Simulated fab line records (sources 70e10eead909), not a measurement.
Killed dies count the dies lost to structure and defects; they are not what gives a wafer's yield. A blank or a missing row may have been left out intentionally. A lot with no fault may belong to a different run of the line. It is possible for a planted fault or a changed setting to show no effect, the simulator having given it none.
Comparing a struck lot with a sound one ; flow nandHarc ; 11 out of 1302 route steps
Sound: these wafers, L184.1, L184.3, L184.4. Struck: wafers L198.2, L198.3, L198.6. At the end, the cause is stated.
For every step that has rows: the tool of each side, followed by ch and its chambers, followed by its first start. Under that, the readings that differ: sound wafers ; struck wafers ; difference of the means ; sigmas: that difference in standard deviations of wafers without a fault.
alike: a reading whose means differ by less than 2 such deviations, as well as words and numbers matching on both sides. not compared: withheld readings; readings where some wafer has no value; bounds like >300 that might hide an equal value; numbers whose values overlap and for which the record gives no deviation.
Wherever a step has rows on one side only, a row that says differs or no value, or a row with sigmas, the two part there. Numbers that have no deviation but don't overlap get no sigmas and don't part them. Lack of a reading on every wafer of one side parts them only where that side has two or more wafers.

first, 1 step without rows for these wafers: NHARC_A_WL_FILL_CVD_23 (deposits poly-Si, target thk 40 nm, time 800 s).
NHARC_A_WL_FILL_ETCHBACK_26: etches the open film in HBr, target depth 52 nm, time 13.3 s.
  sound on rieSi-04 ch 0,1,3, day 20 03:58; struck on rieSi-04 ch 1,2,3, day 26 17:32
  alike: drypumpMotorCurrentA, oesProductAu, throttleValvePct
  not compared: rfHoursCounterH
then, 2 steps without rows for these wafers: NHARC_A_WL_FILL_PRECLEAN_30 (cleans in dHF, time 10 s); NHARC_A_WL_FILL_SRD_14.
NHARC_A_WL_FILL_ALD_19: deposits TiN, target thk 2 nm, pulse time 3 s, ald cycles 100.
  sound on aldMetal-04 ch 1,2,3, day 20 04:13; struck on aldMetal-04 ch 1,3, day 26 17:46
  alike: heaterPowerW, precursorPulseHeightRel
NHARC_A_WL_FILL_CVD_20: deposits W, target thk 100 nm, time 74 s.
  sound on cvdW-01 ch 0,1; struck on cvdW-01 ch 0,1
  alike: heaterPowerW, mfcH2Sccm, throttleValvePct
NHARC_A_WL_FILL_CMP_12: polishes, t overpolish 30 s, target thk 100 nm.
  sound on cmp-01 ch 0,2,3, day 20 04:44; struck on cmp-04 ch 1,2, day 26 18:17
reading;sound;struck;difference;sigmas
motorCurrentA (A);12.6 11.4 10.7;12.3 16.1 16.4;+3.4;+2
  alike: overpolishRunS, timeToEndpointS
next, for these wafers, 1 step has no rows: NHARC_A_WL_FILL_SRD_31.
NHARC_A_WL_FILL_INSPECT_15:
  sound: defectInspect-01 at day 20 05:14; struck: defectInspect-02 at day 26 18:45
  alike: rawDefectCount
NHARC_A_CONTACT_DEP_24: deposits SiO2, target thk 500 nm.
  sound on pecvd-01 ch 0,1,2, day 20 05:21; struck on pecvd-01 ch 0,2, day 26 18:49
reading;sound;struck;difference;sigmas
rfFwdPowerW (W);897.1 900.4 898.9;1005.8 1010.9 1003.0;+107.8;+43
  alike: heaterPowerW, throttleValvePct
-- record jumps: 3 days between struck wafers' starts before vs after; left off in module A_CONTACT, resumes in module END, first step shown is number 1302 of the route --
NHARC_END_SORT_01:
  sound on prober-02 ch 0, day 23 14:49; struck on prober-02 ch 0, day 29 20:08
  alike: killedAtArray, killedAtOther, killedAtPeriphery, killedDies, killedOpen, killedShort

## WHERE THEY PART
Earliest at NHARC_A_WL_FILL_CMP_12; latest, in this record, at NHARC_A_CONTACT_DEP_24. Later steps at which nothing parts them and some readings are alike: NHARC_END_SORT_01.

WHY: what the simulator had put in
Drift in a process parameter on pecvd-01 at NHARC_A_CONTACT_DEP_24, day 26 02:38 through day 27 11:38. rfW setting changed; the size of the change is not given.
